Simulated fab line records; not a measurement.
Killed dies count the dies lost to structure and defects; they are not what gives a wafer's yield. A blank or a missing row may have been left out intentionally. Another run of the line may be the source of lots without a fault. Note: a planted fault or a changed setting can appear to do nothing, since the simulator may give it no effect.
Struck lot and sound lot, side by side :: flow n5-finfet :: 36 out of 1938 route steps
Sound: the wafers L642.1, L642.2, L642.3. Struck: wafers L634.2, L634.5 (left out: L634.6, a lot-mate that was not struck); the cause follows at the end.
For every step that has rows: the tool of each side, followed by ch and its chambers, followed by its first start. Under that, the readings that differ: sound wafers :: struck wafers :: difference of the means :: sigmas: that difference in standard deviations of wafers without a fault.
alike: readings whose means differ by less than 2 such deviations, and words and numbers that are the same on both sides. not compared: withheld readings, readings that some wafer has no value for, bounds like >300 that may hide the same value, and numbers for which the record gives no deviation and whose values overlap.
A row with sigmas, a row that says differs or no value, or rows on one side alone: a step with any of these is where the two part. Numbers that don't overlap but have no deviation are shown without sigmas and don't part them. Lack of a reading on every wafer of one side parts them only where that side has two or more wafers.

first, 9 steps without rows for these wafers: N5_PMOS_HMC_CHANNEL_EPI_EPI_26 (deposits Si from SiH4/H2, target thk 3.8 nm, time 22.7 s); N5_FIN_SAQP_PRECLEAN_42 (cleans in O3/DIW, time 60 s); N5_FIN_SAQP_PRECLEAN_00 (cleans in SC1, time 60 s); N5_FIN_SAQP_PRECLEAN_44 (cleans in SC2, time 45 s); N5_FIN_SAQP_SRD_01 (time 30 s); N5_FIN_SAQP_ALD_61 (deposits SiO2, target thk 4 nm, pulse time 1 s, purge time 2 s); N5_FIN_SAQP_DENSIFY_62 (time 60 s); N5_FIN_SAQP_HM_DEP_03 (deposits SiNx from SiH4/NH3/N2, target thk 38 nm, time 33.6 s); N5_FIN_SAQP_PECVD_47 (deposits a-Si from SiH4/He, target thk 45 nm, time 36.3 s).
N5_FIN_SAQP_PECVD_48: deposits SiNx from SiH4/NH3/N2, target thk 25 nm, time 22.1 s.
  sound on pecvd-03 ch 0,1,2, day 5 04:29; struck on pecvd-01 ch 0, day 3 03:16
reading: model.SiNx_of_FIN_SAQP_PECVD_48.thk-nm (nm)
sound: 25.69 25.15 25.33
struck: 26.8 27.32
difference: +1.7
sigmas: 
  alike: heater-power-w, showerhead-plenum-p-Torr, susceptor-temp-C, throttle-valve-pct
then, 24 steps without rows for these wafers: N5_FIN_SAQP_PECVD_06 (deposits a-Si from SiH4/He, target thk 60 nm, time 48.1 s); N5_FIN_SAQP_HM_DEP_72 (deposits SiO2 from SiH4/N2O, target thk 12 nm, time 7.2 s); N5_FIN_SAQP_COAT_49 (time 60 s, resist thk 100 nm); N5_FIN_SAQP_COAT_50 (time 60 s, resist thk 35 nm); N5_FIN_SAQP_COAT_10 (resist thk 90 nm); N5_FIN_SAQP_EBR_12; N5_FIN_SAQP_SOFTBAKE_11 (time 60 s); N5_FIN_SAQP_EXPOSE_13 (exposes mask FIN CORE, target cd 35.6 nm); N5_FIN_SAQP_PEB_14 (peb time 60 s); N5_FIN_SAQP_DEVELOP_15 (develop time 30 s); N5_FIN_SAQP_DESCUM_21 (chemistry O2, time 7.9 s); N5_FIN_SAQP_ETCH_51 (etches SiARC in CF4, target depth 45.5 nm, time 75.8 s); N5_FIN_SAQP_ETCH_52 (etches SOC in N2/H2, target depth 100 nm, overetch 20 nm, time 150 s); N5_FIN_SAQP_STRIP_53 (strips in N2/H2); N5_FIN_SAQP_HM_OPEN_73 (chemistry CHF3/O2, target SiO2, stops on a-Si, target depth 12 nm, time 16.8 s); N5_FIN_SAQP_STRIP_74 (strips in CHF3/O2); N5_FIN_SAQP_MANDREL_ETCH_22 (etches a-Si in HBr/Cl2, stops on SiNx, target depth 60 nm, bt time 10 s, time 30 s); N5_FIN_SAQP_STRIP_55 (strips in N2/H2); N5_FIN_SAQP_STRIP_23 (strips in SPM, time 750 s); N5_FIN_SAQP_SRD_66 (time 30 s); N5_FIN_SAQP_RECESS_75 (chemistry HF/NH3, target SiO2, target depth 14.4 nm, afs cycles 3, sublimation time 60 s); N5_FIN_SAQP_SPACER1_ALD_24 (deposits SiO2, target thk 20.3 nm, pulse time 1 s, purge time 2 s); N5_FIN_SAQP_SPACER1_ETCHBACK_25 (etches SiO2 in CHF3/O2, target depth 24.4 nm, time 12.2 s); N5_FIN_SAQP_MANDREL1_REMOVE_56 (chemistry HBr/Cl2/O2, target a-Si, stops on SiNx, bt time 10 s).
N5_FIN_SAQP_ETCH_57: etches SiNx in CH3F/O2, target depth 32.5 nm, time 46.4 s.
  sound on rie-diel-05 ch 1,2,3, day 5 07:14; struck on rie-diel-04 ch 0,3, day 3 06:28
reading: etch-rf-on-time-s (s)
sound: 46.1 44.9 45.0
struck: 49.2 49.5
difference: +4.0
sigmas: +3

reading: model.etch.depth-nm (nm)
sound: 25.69 25.15 25.33
struck: 26.8 27.32
difference: +1.7
sigmas: 
  alike: drypump-motor-current-A, oes-product-au, rf-vpp-V, showerhead-plenum-p-Torr, throttle-valve-pct
  not compared: rf-hours-counter-h
-- here the record skips 6 days between the struck wafers' starts before and after, leaving off in module FIN_SAQP and picking up in module BEOL_M4 (first step shown: number 1111 of the route) --
N5_BEOL_M4_RC_MEAS_101:
  sound on prober-01 ch 0, day 11 04:43; struck on prober-01 ch 0, day 9 11:16
  alike: DIBL_N, DIBL_P, IOFF_N, IOFF_P, ION_N, ION_P, SS_N, SS_P, VT_N, VT_P

## WHERE THEY PART
N5_FIN_SAQP_ETCH_57 only, going by this record. Later steps at which nothing parts them and some readings are alike: N5_BEOL_M4_RC_MEAS_101.

WHY: what the simulator had put in
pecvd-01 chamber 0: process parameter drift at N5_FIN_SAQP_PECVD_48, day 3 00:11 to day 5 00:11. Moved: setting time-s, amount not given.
